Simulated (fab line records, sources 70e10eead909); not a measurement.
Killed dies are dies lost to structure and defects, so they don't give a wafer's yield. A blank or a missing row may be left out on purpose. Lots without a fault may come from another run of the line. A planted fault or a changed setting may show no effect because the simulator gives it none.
Chamber matching | flow nand_harc | NHARC_A_CONTACT_DEP_58 on pecvd-02: 3 sister chambers
The step deposits SiON, target thk 90 nm. 3 wafers are shown with their chamber, then 10 later ones without.

WAFERS WITH THEIR CHAMBER
wafer  | chamber | heater_power_w (W)
L088.4 | 1       | 785
L090.2 | 2       | 843
L090.3 | 0       | 557

WAFERS WITHOUT THEIR CHAMBER
wafer  | heater_power_w (W)
L090.6 | 811
L094.1 | 720
L094.5 | 649
L094.6 | 811
L096.1 | 762
L096.5 | 668
L096.6 | 775
L097.2 | 751
L097.4 | 773
L097.6 | 663

WHICH CHAMBER EACH WENT THROUGH
wafer  | from the rows above          | in truth
L090.6 | can't be placed: 1 or 2      | 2
L094.1 | can't be placed: 1 or 2 or 0 | 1
L094.5 | can't be placed: 0 or 1 or 2 | 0
L094.6 | can't be placed: 1 or 2      | 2
L096.1 | can't be placed: 1 or 2      | 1
L096.5 | can't be placed: 0 or 1 or 2 | 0
L096.6 | can't be placed: 1 or 2      | 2
L097.2 | can't be placed: 1 or 2      | 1
L097.4 | can't be placed: 1 or 2      | 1
L097.6 | can't be placed: 0 or 1 or 2 | 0
Placed correctly: 0 of 10. Can't be placed from these rows: 10 (the true chamber is among the candidates in 10). Placed wrongly: 0.
How it was worked out, from the rows above alone: a wafer's distance from a chamber is the root of the sum, over the readings, of the square of ((its reading less the chamber's mean) divided by the reading's scatter). The wafer belongs to the nearest chamber; if the next one is less than 2 further off, it can't be placed. A chamber's mean is the mean of its shown wafers. The scatter: with one shown wafer a chamber, the root of the mean of the squares of how far each hidden wafer lies from its nearest shown one.
